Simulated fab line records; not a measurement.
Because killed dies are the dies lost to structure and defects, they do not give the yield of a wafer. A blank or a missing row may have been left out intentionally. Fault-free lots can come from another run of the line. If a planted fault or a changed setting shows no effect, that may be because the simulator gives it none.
fab line records	flow n5Finfet
[record] lots = 5	wafers = 13	lastDay = 19
route steps=1938 shown BEOL_M4@1099 BEOL_M5@1112 BEOL_M8@1395 PASSIVATION@1936
lots with no fault: from the same line, run without faults
startH: hours from the record's first day to the start of the lot's first wafer shown	waitH: hours elapsed since this lot's preceding step	" repeats the value in the row above	L1.1+2: a row that stands for several wafers	- no value, or no start given	* or withheld: withheld	< > ~ a bound
route shown NAME@n: NAME is a module with steps in the file, n the number in the route of the first one	usual: mean/standard deviation taken from wafers without a fault	same: alike in all rows	chamber/n: place in a boat	sites: each site's reading	_std_site: standard deviation across them	_edge_site: the outer-site mean with the inner-site mean subtracted	radiusMm: for every site, how far away it sits from the centre of the wafer	mask NAME#n: copy n	behind: tool/chamber where the wafer was last shaped	hold: why the lot was held/for how many hours/how that ended	device: names the non-switching transistor (n, p or np)	end of line: at the end of the route, the tests of the same wafers	a step without rows: its recipe alone	killed: count of dies lost to structure and defects at first sort (not the wafer's yield)	map: dies across one wafer; x = killed, . = not, _ = none there
set.NAME: setting as actually run; set.NAME@STEP: the setting as run at that earlier step	model.NAME: the simulator's own value behind a step, which no gauge read
lots at some steps of the route; a table a step, a row a wafer
services: when a tool's chamber went out of use (startH, in hours from the record's first day, below 0 if earlier), for how many hours, and the reason
[[steps]]
[step N5_BEOL_M4_ANNEAL_95]
[recipe] tempC = 400	timeS = 240	ambient = vacuum
[step N5_BEOL_M4_SPUTTER_96]
[recipe] material = Cu	targetThkA = 45	tempC = -20	chamberPressurePa = 0.07	powerW = withheld	timeS = 8.29
[step N5_BEOL_M4_ECD_50]
[recipe] material = Cu	targetThkA = 3000
[step N5_BEOL_M4_ANNEAL_51]
[recipe] tempC = 225	timeS = 90	ambient = N2
[step N5_BEOL_M4_CMP_52]
[recipe] stopOn = SiOC	tOverpolishS = 6.8	downForcePsi = 1	platenRpm = 50	clearingPlatenDownForcePsi = 1.5	clearingPlatenRpm = 50	postCmpClean = cuAlkaline	targetThkNm = 40	clearingPlatenPadVelocityMS = 0.99484	padVelocityMS = 0.99484
[step N5_BEOL_M4_PRE_CLEAN_60]
[recipe] gas = NH3/H2	timeS = 15	tempC = *	rfPowerW = 300
[step N5_BEOL_M4_CO_CAP_55]
[recipe] material = Co	targetThkA = 20	tempC = 200	precursor = CCTBA/H2	pressureTorr = 30	timeS = 102.1
[step N5_BEOL_M4_PRE_CLEAN_56]
[recipe] gas = NH3	timeS = 15	tempC = withheld	rfPowerW = 300
[step N5_BEOL_M4_DEP_57]
[recipe] material = SiCN	targetThkA = 80	tempC = withheld	precursor = 3MS/NH3	pressureTorr = 3	rfW = 202	timeS = 14
[step N5_BEOL_M4_RC_MEAS_101]
[usual] DIBL_N = 36.1/1.6	DIBL_P = 35.8/2	IOFF_N = 0.157/0.029	IOFF_P = 0.21/0.034	ION_N = 677/13	ION_P = 465/8.1	SS_N = 71.3/0.61	SS_P = 73.2/0.65	VT_N = 249/3.3	VT_P = -250/3.2
lot.wafer	tool	chamber	startH	waitH	DIBL_N[mV/V]	DIBL_P[mV/V]	IOFF_N[nA/um]	IOFF_P[nA/um]	ION_N[uA/um]	ION_P[uA/um]	SS_N[mV/dec]	SS_P[mV/dec]	VT_N[mV]	VT_P[mV]
L557.1	prober-01	0	243.02	0.0	38.9	39.3	0.208	0.29	685	479	71.3	74.1	244	-246
L557.3	"	0	"	"	38.8	38.3	0.199	0.26	677	465	71.9	74.2	245	-247
L557.5	"	0	"	"	38.1	38.6	0.187	0.26	679	471	72.1	73.3	246	-246
L566.1	prober-01	0	292.55	0.3	33.9	34.0	0.114	0.19	666	461	70.4	73.0	253	-250
L566.3	"	0	"	"	34.4	33.8	0.117	0.19	648	455	70.5	72.2	256	-249
L568.1	prober-01	0	313.01	0.0	34.8	34.9	0.145	0.20	679	469	71.6	73.3	250	-250
L568.4	"	0	"	"	34.0	33.3	0.131	0.18	668	464	71.1	72.8	251	-253
L568.6	"	0	"	"	34.3	33.4	0.130	0.17	674	463	71.0	74.2	250	-253
L571.3	prober-02	0	321.94	0.3	34.6	35.0	0.125	0.17	665	463	71.1	73.0	251	-256
L571.6	"	0	"	"	35.2	36.5	0.134	0.20	662	459	71.7	73.8	252	-251
L573.2	prober-02	0	343.03	0.2	35.9	36.7	0.147	0.21	685	471	71.3	73.1	250	-250
L573.4	"	0	"	"	38.2	38.1	0.184	0.24	670	463	72.7	73.7	249	-249
L573.5	"	0	"	"	37.3	37.2	0.166	0.23	687	472	71.2	74.0	250	-248
[step N5_BEOL_M5_ILD_DEP_00]
[recipe] material = SiCOH_lowk	targetThkA = 1406.4	tempC = 300	precursor = DEMS/porogen	pressureTorr = 5	rfW = 500	timeS = 25.9
[step N5_BEOL_M5_CURE_79]
[recipe] tempC = 385	timeS = 240	ambient = He/Ar	material = SiCOH_lowk
[step N5_BEOL_M5_PECVD_70]
[recipe] material = SiO2	targetThkA = 160	tempC = 400	precursor = TEOS/O2	pressureTorr = 5.5	rfW = 450	teosFlowSccm = 53.8	gas = O2	flowSccm = 3000	timeS = 18
[step N5_BEOL_M5_HM_DEP_02]
[recipe] material = TiN	targetThkA = 200	tempC = 25	chamberPressurePa = 0.49996
[step N5_BEOL_M5_COAT_59]
[recipe] resist = SOC	tempC = 250	timeS = 60	spinRpm = 1500	resistThkNm = 60
[step N5_BEOL_M5_COAT_60]
[recipe] resist = SiARC	tempC = 220	timeS = 60	spinRpm = 1500	resistThkNm = 12
[step N5_BEOL_M5_COAT_71]
[recipe] resist = underlayer	tempC = 205	timeS = 60	spinRpm = 1500	resistThkNm = 5
[step N5_BEOL_M5_COAT_05]
[recipe] resist = CAR-EUV	spinRpm = 1500	resistThkNm = 30
[step N5_BEOL_M5_EBR_07]
[recipe] solvent = PGMEA	ebrWidthMm = 1.5
[step N5_BEOL_M5_SOFTBAKE_06]
[recipe] tempC = 110	timeS = 60	resist = CAR-EUV
[step N5_BEOL_M5_EXPOSE_08]
[recipe] maskId = M5	na = 0.33	sourceShape = annular	sigmaInner = 0.4	sigmaOuter = 0.8	polarization = unpolarized	targetCdNm = 28	doseMj = 35.75
[step N5_BEOL_M5_PEB_09]
[recipe] pebTempC = 100	pebTimeS = 60	resist = CAR-EUV
[step N5_BEOL_M5_DEVELOP_10]
[recipe] developTimeS = 30	developer = TMAH	resist = CAR-EUV	rinseLiquid = surfactantRinse	dry = airSpin	devTempC = 23
[step N5_BEOL_M5_DESCUM_16]
[recipe] chemistry = O2	timeS = 7	sourcePowerW = 50	biasPowerW = 20	pressureMtorr = 20	rfFrequencyHz = 2.712e+07	tempC = 40	resist = CAR-EUV	o2FlowSccm = 225
[step N5_BEOL_M5_ETCH_72]
[recipe] chemistry = N2/H2	target = underlayer	targetDepthA = 65	maskMaterial = CAR-EUV	timeS = 5.2	ionEnergyEv = 200	pressureMtorr = 30	sourceW = 840	biasW = 150	n2FlowSccm = 200	h2FlowSccm = 200	ends = cleared
[step N5_BEOL_M5_ETCH_61]
[recipe] chemistry = CF4	target = SiARC	targetDepthA = 156	maskMaterial = CAR-EUV	timeS = 26	ionEnergyEv = 80	pressureMtorr = 40	sourceW = 545	biasW = 36	Ar_flow_sccm = 100	cf4FlowSccm = 100	ends = cleared
[step N5_BEOL_M5_ETCH_62]
[recipe] chemistry = N2/H2	target = SOC	targetDepthA = 750	overetchA = 150	maskMaterial = SiARC	tempC = 40	timeS = 112.5	ionEnergyEv = 200	pressureMtorr = 30	sourceW = 840	biasW = 150	n2FlowSccm = 200	h2FlowSccm = 200
[step N5_BEOL_M5_STRIP_63]
[recipe] chemistry = N2/H2	tempC = 40	n2FlowSccm = 200	h2FlowSccm = 200	rfFrequencyHz = 6e+07
[step N5_BEOL_M5_STRIP_73]
[recipe] chemistry = N2/H2	tempC = 40	n2FlowSccm = 200	h2FlowSccm = 200	rfFrequencyHz = 6e+07
[step N5_BEOL_M5_STRIP_64]
[recipe] chemistry = CF4	resist = SiARC	powerW = 300	biasPowerW = 75	pressureMtorr = 50	cf4FlowSccm = 150	rfFrequencyHz = 6e+07
[step N5_BEOL_M5_HM_OPEN_17]
[recipe] chemistry = Cl2/BCl3	targetDepthA = 200	overetchA = 60	target = TiN	maskMaterial = SOC	ionEnergyEv = 150	pressureMtorr = 10	icpW = 1000	biasW = 126	Cl2_flow_sccm = 53.25	bcl3FlowSccm = 21.75	Ar_flow_sccm = 25
[step N5_BEOL_M5_STRIP_19]
[recipe] chemistry = O2	powerW = 400	tempC = 40	pressureMtorr = 30	rfFrequencyHz = 6e+07	biasPowerW = 0	overashFraction = 0.2	o2FlowSccm = 225
[step N5_BEOL_M5_COAT_65]
[recipe] resist = SOC	tempC = 250	timeS = 60	spinRpm = 1500	resistThkNm = 60
[step N5_BEOL_M5_COAT_66]
[recipe] resist = SiARC	tempC = 220	timeS = 60	spinRpm = 1500	resistThkNm = 12
[step N5_BEOL_M8_CMP_52]
[recipe] stopOn = SiCOH_lowk	tOverpolishS = 6.9	downForcePsi = 1	platenRpm = 50	clearingPlatenDownForcePsi = 1.5	clearingPlatenRpm = 50	postCmpClean = cuAlkaline	targetThkNm = 80	clearingPlatenPadVelocityMS = 0.99484	padVelocityMS = 0.99484
[usual] barrierFieldEndpointS = 28.9/0.82	clearingPlatenDownForcePsi = 1.500/0.0031	edgeZonePressureFrac = 1.000/0.0052	motorCurrentA = 5.8/0.48	overpolishRunS = 6.900/0.01	timeToEndpointS = 61/3.3
[same] tOverpolishS = 6.9
lot.wafer	tool	chamber	startH	waitH	barrierFieldEndpointS	clearingPlatenDownForcePsi	edgeZonePressureFrac	motorCurrentA	overpolishRunS	timeToEndpointS
L557.1	cmp-03	3	280.40	0.3	29.3	1.496	1.001	5.8	6.902	64
L557.3	"	0	"	"	27.9	1.500	1.002	5.2	6.912	55
L557.5	"	1	"	"	28.2	1.496	1.000	5.5	6.899	57
L566.3	cmp-03	2	335.41	0.2	46.9	1.501	0.995	6.2	0.052	80
L566.1	"	0	"	"	28.5	1.500	1.001	5.0	6.898	60
L568.1	cmp-03	1	353.25	0.3	29.2	1.504	1.002	5.2	6.890	63
L568.4	"	2	"	"	29.3	1.500	1.005	6.3	6.908	63
L568.6	"	2	"	"	46.9	1.497	0.999	6.8	0.045	82
L571.3	cmp-03	3	365.83	0.2	46.9	1.497	0.995	5.9	0.036	82
L571.6	"	2	"	"	46.9	1.503	0.999	6.2	0.039	81
L573.2	cmp-04	3	385.69	0.2	29.7	1.499	0.993	5.6	6.922	63
L573.4	"	1	"	"	29.2	1.501	1.003	6.9	6.906	59
L573.5	"	3	"	"	29.4	1.498	0.996	5.6	6.914	64
[step N5_BEOL_M8_THK_MEAS_53]
[recipe] thkMeasGauge = xrf	reads = Cu_of_BEOL_M8_ECD_50
[usual] M8_THK = 80.2/2.2
lot.wafer	tool	chamber	startH	waitH	M8_THK[nm]
L557.1	filmMetro-01	-	280.62	-	81.6
L557.3	"	-	"	"	77.0
L557.5	"	-	"	"	80.7
L566.1	filmMetro-01	-	335.67	-	84.6
L566.3	"	-	"	"	196.2
L568.1	filmMetro-02	-	353.54	-	76.6
L568.4	"	-	"	"	76.3
L568.6	"	-	"	"	184.1
L571.3	filmMetro-02	-	366.09	-	189.4
L571.6	"	-	"	"	182.8
L573.2	filmMetro-01	-	385.95	-	81.0
L573.4	"	-	"	"	81.5
L573.5	"	-	"	"	83.3
[step N5_BEOL_M8_INSPECT_58]
[recipe] inspectInstrument = darkfield	mode = postDep
[usual] rawDefectCount = 67/18
lot.wafer	tool	chamber	startH	waitH	rawDefectCount
L557.1	defectInspect-01	-	280.78	0.0	91
L557.3	"	-	"	"	117
L557.5	"	-	"	"	60
L566.1	defectInspect-01	-	335.82	0.0	52
L566.3	"	-	"	"	1089
L568.1	defectInspect-02	-	353.70	0.0	69
L568.4	"	-	"	"	55
L568.6	"	-	"	"	1081
L571.3	defectInspect-01	-	366.25	0.0	1147
L571.6	"	-	"	"	1111
L573.2	defectInspect-01	-	386.13	0.0	58
L573.4	"	-	"	"	69
L573.5	"	-	"	"	63
[step N5_PASSIVATION_PROBE_49]
[usual] defectLimitedYield = 91.0/1.4	killed_at_M0_to_M3 = 33/11	killed_at_M4_up = 14/5	killedAtContacts = 11/7.3	killedAtFrontEnd = 43/12	killedAtOther = 4/3.1	killedDies = 106/17	killedOnRim = 14/3.8	killedOpen = 69/13	killedShort = 34/8.7	sort_bin_5_function = 5.2/0.96	sort_bin_6_memory = 3.3/0.66	sortNPass = 1074/17	sortYieldPct = 91.0/1.4
[same] grossDies = 1180	killedAtBackSide = 0	sort_bin_4_leakage[%] = 0	sort_bin_8_speed[%] = 0
lot.wafer	tool	chamber	startH	waitH	defectLimitedYield[%]	killed_at_M0_to_M3	killed_at_M4_up	killedAtContacts	killedAtFrontEnd	killedAtOther	killedDies	killedOnRim	killedOpen	killedShort	sort_bin_5_function[%]	sort_bin_6_memory[%]	sortNPass	sortYieldPct[%]
L557.1	prober-02	-	346.06	0.0	91.5	32	11	18	37	2	100	12	68	31	4.4	3.7	1080	91.5
L557.3	prober-02	-	346.16	0.1	91.1	41	12	20	30	2	105	14	62	39	5.4	2.9	1075	91.1
L557.5	prober-02	-	346.26	0.2	90.3	50	6	9	39	11	115	21	65	46	5.1	4.2	1065	90.3
L566.3	prober-01	-	403.99	0.1	0	27	1110	14	24	5	1180	152	52	22	3.6	2.9	0	0
L568.4	prober-01	-	425.09	0.2	93.1	19	7	17	36	2	81	15	57	24	3.8	2.9	1099	93.1
L568.6	prober-01	-	425.19	0.3	0	24	1086	26	41	3	1180	152	68	40	5.7	3.1	0	0
L571.3	prober-02	-	430.39	0.1	0	48	1095	1	35	1	1180	152	60	43	4.4	3.6	0	0
L571.6	prober-02	-	430.54	0.3	0	35	1096	4	44	1	1180	152	60	34	4.7	3.1	0	0
L573.2	prober-01	-	450.84	0.1	90.3	19	25	20	50	0	114	17	80	33	6.4	3.2	1066	90.3
L573.4	prober-01	-	450.94	0.2	89.4	37	13	27	44	4	125	13	77	43	6.1	4.0	1055	89.4
L573.5	prober-01	-	450.99	0.2	92.3	17	17	15	38	4	91	11	63	22	3.9	2.9	1089	92.3
// killed by level:class
L557.1 MOL_CONTACT_COAG:geometricParticle:open=11 STI_FIN_REVEAL:geometricParticle:open=11 FIN_SAQP:geometricParticle:open=7 BEOL_M4:geometricParticle:open=7 MOL_CONTACT_COAG:geometricParticle:short=7 BEOL_M0_SAQP:geometricParticle:short=7 BEOL_M0_SAQP:geometricParticle:open=6 GATE_CUT:geometricParticle:short=5
L557.3 MOL_CONTACT_COAG:geometricParticle:open=16 BEOL_M0_SAQP:geometricParticle:short=10 FIN_SAQP:geometricParticle:short=9 BEOL_M2:geometricParticle:open=8 BEOL_M0_SAQP:geometricParticle:open=7 FIN_SAQP:geometricParticle:open=5 BEOL_M1:geometricParticle:open=5 MOL_CONTACT_COAG:geometricParticle:short=4
L557.5 BEOL_M0_SAQP:geometricParticle:open=15 BEOL_M0_SAQP:geometricParticle:short=14 STI_FIN_REVEAL:geometricParticle:open=9 BEOL_M3:geometricParticle:open=8 MOL_CONTACT_COAG:geometricParticle:open=5 BEOL_M1:geometricParticle:open=5 FIN_SAQP:geometricParticle:short=4 FIN_SAQP:geometricParticle:open=4
L566.3 BEOL_M8:areaCmp=1101 MOL_CONTACT_COAG:geometricParticle:open=8 BEOL_M1:geometricParticle:open=8 BEOL_M3:geometricParticle:open=7 MOL_CONTACT_COAG:geometricParticle:short=4 BEOL_M0_SAQP:geometricParticle:open=4 BEOL_M2:geometricParticle:open=4 STI_FIN_REVEAL:geometricParticle:open=3
L568.4 MOL_CONTACT_COAG:geometricParticle:open=15 FIN_SAQP:geometricParticle:short=9 BEOL_M2:geometricParticle:open=8 FIN_SAQP:geometricParticle:open=7 STI_FIN_REVEAL:geometricParticle:open=6 GATE_CUT:geometricParticle:open=3 BEOL_M0_SAQP:geometricParticle:open=3 BEOL_M3:geometricParticle:short=3
L568.6 BEOL_M8:areaCmp=1072 MOL_CONTACT_COAG:geometricParticle:open=22 FIN_SAQP:geometricParticle:short=11 BEOL_M0_SAQP:geometricParticle:open=9 BEOL_M5:geometricParticle:short=5 STARTING-WAFER:geometricParticle:open=5 STI_FIN_REVEAL:geometricParticle:open=5 DUMMY_GATE:geometricParticle:open=5
L571.3 BEOL_M8:areaCmp=1074 BEOL_M0_SAQP:geometricParticle:short=17 BEOL_M2:geometricParticle:open=14 DUMMY_GATE:geometricParticle:open=10 FIN_SAQP:geometricParticle:short=8 BEOL_M4:geometricParticle:open=8 BEOL_M0_SAQP:geometricParticle:open=7 FIN_SAQP:geometricParticle:open=5
L571.6 BEOL_M8:areaCmp=1086 FIN_SAQP:geometricParticle:short=17 BEOL_M0_SAQP:geometricParticle:open=9 FIN_SAQP:geometricParticle:open=7 BEOL_M2:geometricParticle:open=7 STI_FIN_REVEAL:geometricParticle:open=6 DUMMY_GATE:geometricParticle:open=6 BEOL_M5:geometricParticle:open=5
L573.2 MOL_CONTACT_COAG:geometricParticle:open=15 BEOL_M4:geometricParticle:open=11 FIN_SAQP:geometricParticle:open=8 FIN_SAQP:geometricParticle:short=7 BEOL_M5:geometricParticle:open=7 BEOL_M3:geometricParticle:open=6 STARTING-WAFER:geometricParticle:short=6 STI_FIN_REVEAL:geometricParticle:open=5
L573.4 MOL_CONTACT_COAG:geometricParticle:open=17 BEOL_M2:geometricParticle:open=12 MOL_CONTACT_COAG:geometricParticle:short=10 FIN_SAQP:geometricParticle:open=7 ILD0:geometricParticle:open=6 BEOL_M0_SAQP:geometricParticle:open=5 BEOL_M0_SAQP:geometricParticle:short=5 BEOL_M3:geometricParticle:open=5
L573.5 MOL_CONTACT_COAG:geometricParticle:open=13 STI_FIN_REVEAL:geometricParticle:open=9 HKMG_FIN:areaEtch=6 GATE_CUT:geometricParticle:short=5 BEOL_M0_SAQP:geometricParticle:open=4 FIN_SAQP:geometricParticle:open=4 BEOL_M1:geometricParticle:open=4 BEOL_M2:geometricParticle:open=4
// map L566.3 (x killed, . not)
_________________xxxxxxxxxxxx________________
______________xxxxxxxxxxxxxxxxxx_____________
___________xxxxxxxxxxxxxxxxxxxxxxxx__________
__________xxxxxxxxxxxxxxxxxxxxxxxxxx_________
________xxxxxxxxxxxxxxxxxxxxxxxxxxxxxx_______
_______xxxxxxxxxxxxxxxxxxxxxxxxxxxxxxxx______
______xxxxxxxxxxxxxxxxxxxxxxxxxxxxxxxxxx_____
_____xxxxxxxxxxxxxxxxxxxxxxxxxxxxxxxxxxxx____
____xxxxxxxxxxxxxxxxxxxxxxxxxxxxxxxxxxxxxx___
___xxxxxxxxxxxxxxxxxxxxxxxxxxxxxxxxxxxxxxxx__
___xxxxxxxxxxxxxxxxxxxxxxxxxxxxxxxxxxxxxxxx__
__xxxxxxxxxxxxxxxxxxxxxxxxxxxxxxxxxxxxxxxxxx_
__xxxxxxxxxxxxxxxxxxxxxxxxxxxxxxxxxxxxxxxxxx_
_xxxxxxxxxxxxxxxxxxxxxxxxxxxxxxxxxxxxxxxxxxxx
_xxxxxxxxxxxxxxxxxxxxxxxxxxxxxxxxxxxxxxxxxxxx
_xxxxxxxxxxxxxxxxxxxxxxxxxxxxxxxxxxxxxxxxxxxx
_xxxxxxxxxxxxxxxxxxxxxxxxxxxxxxxxxxxxxxxxxxxx
_xxxxxxxxxxxxxxxxxxxxxxxxxxxxxxxxxxxxxxxxxxxx
_xxxxxxxxxxxxxxxxxxxxxxxxxxxxxxxxxxxxxxxxxxxx
_xxxxxxxxxxxxxxxxxxxxxxxxxxxxxxxxxxxxxxxxxxxx
_xxxxxxxxxxxxxxxxxxxxxxxxxxxxxxxxxxxxxxxxxxxx
__xxxxxxxxxxxxxxxxxxxxxxxxxxxxxxxxxxxxxxxxxx_
__xxxxxxxxxxxxxxxxxxxxxxxxxxxxxxxxxxxxxxxxxx_
___xxxxxxxxxxxxxxxxxxxxxxxxxxxxxxxxxxxxxxxx__
___xxxxxxxxxxxxxxxxxxxxxxxxxxxxxxxxxxxxxxxx__
____xxxxxxxxxxxxxxxxxxxxxxxxxxxxxxxxxxxxxx___
_____xxxxxxxxxxxxxxxxxxxxxxxxxxxxxxxxxxxx____
______xxxxxxxxxxxxxxxxxxxxxxxxxxxxxxxxxx_____
_______xxxxxxxxxxxxxxxxxxxxxxxxxxxxxxxx______
________xxxxxxxxxxxxxxxxxxxxxxxxxxxxxx_______
__________xxxxxxxxxxxxxxxxxxxxxxxxxx_________
___________xxxxxxxxxxxxxxxxxxxxxxxx__________
______________xxxxxxxxxxxxxxxxxx_____________
_________________xxxxxxxxxxxx________________
// map L568.6 (x killed, . not)
_________________xxxxxxxxxxxx________________
______________xxxxxxxxxxxxxxxxxx_____________
___________xxxxxxxxxxxxxxxxxxxxxxxx__________
__________xxxxxxxxxxxxxxxxxxxxxxxxxx_________
________xxxxxxxxxxxxxxxxxxxxxxxxxxxxxx_______
_______xxxxxxxxxxxxxxxxxxxxxxxxxxxxxxxx______
______xxxxxxxxxxxxxxxxxxxxxxxxxxxxxxxxxx_____
_____xxxxxxxxxxxxxxxxxxxxxxxxxxxxxxxxxxxx____
____xxxxxxxxxxxxxxxxxxxxxxxxxxxxxxxxxxxxxx___
___xxxxxxxxxxxxxxxxxxxxxxxxxxxxxxxxxxxxxxxx__
___xxxxxxxxxxxxxxxxxxxxxxxxxxxxxxxxxxxxxxxx__
__xxxxxxxxxxxxxxxxxxxxxxxxxxxxxxxxxxxxxxxxxx_
__xxxxxxxxxxxxxxxxxxxxxxxxxxxxxxxxxxxxxxxxxx_
_xxxxxxxxxxxxxxxxxxxxxxxxxxxxxxxxxxxxxxxxxxxx
_xxxxxxxxxxxxxxxxxxxxxxxxxxxxxxxxxxxxxxxxxxxx
_xxxxxxxxxxxxxxxxxxxxxxxxxxxxxxxxxxxxxxxxxxxx
_xxxxxxxxxxxxxxxxxxxxxxxxxxxxxxxxxxxxxxxxxxxx
_xxxxxxxxxxxxxxxxxxxxxxxxxxxxxxxxxxxxxxxxxxxx
_xxxxxxxxxxxxxxxxxxxxxxxxxxxxxxxxxxxxxxxxxxxx
_xxxxxxxxxxxxxxxxxxxxxxxxxxxxxxxxxxxxxxxxxxxx
_xxxxxxxxxxxxxxxxxxxxxxxxxxxxxxxxxxxxxxxxxxxx
__xxxxxxxxxxxxxxxxxxxxxxxxxxxxxxxxxxxxxxxxxx_
__xxxxxxxxxxxxxxxxxxxxxxxxxxxxxxxxxxxxxxxxxx_
___xxxxxxxxxxxxxxxxxxxxxxxxxxxxxxxxxxxxxxxx__
___xxxxxxxxxxxxxxxxxxxxxxxxxxxxxxxxxxxxxxxx__
____xxxxxxxxxxxxxxxxxxxxxxxxxxxxxxxxxxxxxx___
_____xxxxxxxxxxxxxxxxxxxxxxxxxxxxxxxxxxxx____
______xxxxxxxxxxxxxxxxxxxxxxxxxxxxxxxxxx_____
_______xxxxxxxxxxxxxxxxxxxxxxxxxxxxxxxx______
________xxxxxxxxxxxxxxxxxxxxxxxxxxxxxx_______
__________xxxxxxxxxxxxxxxxxxxxxxxxxx_________
___________xxxxxxxxxxxxxxxxxxxxxxxx__________
______________xxxxxxxxxxxxxxxxxx_____________
_________________xxxxxxxxxxxx________________
[[services]]
tool	chamber	startH	hours	kind
cmp-04	-	273.48	0.8	repair
cmp-03	-	303.28	0.5	repair
cmp-04	-	323.84	1.4	repair
cmp-03	-	335.78	5.1	pm
cmp-04	-	351.66	1.4	repair
[[key]]
[firstSign] step = N5_BEOL_M8_CMP_52	reading = overpolishRunS	direction = down	sigmas = 99+	usual = 6.900	struck = 0.043
[effect] step = N5_BEOL_M8_CMP_52	reading = barrierFieldEndpointS	direction = up	sigmas = 22	usual = 28.9	struck = 46.9
[effect] step = N5_BEOL_M8_THK_MEAS_53	reading = M8_THK	direction = up	sigmas = 49	usual = 80.2	struck = 188.1
[effect] step = N5_BEOL_M8_INSPECT_58	reading = rawDefectCount	direction = up	sigmas = 58	usual = 67	struck = 1107
[effect] step = N5_PASSIVATION_PROBE_49	reading = killed_at_M4_up	direction = up	sigmas = 99+	usual = 14	struck = 1097
[moreKillsBornAt] N5_BEOL_M8_CMP_52@cmp-03 = 4333
metAt N5_BEOL_M8_CMP_52
struckWafers L566.3,L568.6,L571.3,L571.6
laterRowsLeftOut L566.3,L568.6,L571.3,L571.6
onsetBetween 280.40 335.41
[fault] kind = processParameterDrift	tool = cmp-03	chamber = -	onsetH = 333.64	steps = N5_BEOL_M8_CMP_52	channel = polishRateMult	offset = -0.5	shape = step	endH = 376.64	scope = struckWafersOnly
// laterRowsLeftOut: the simulator's readings of these wafers behind a module that went badly wrong aren't trusted and aren't shown, but for the sort
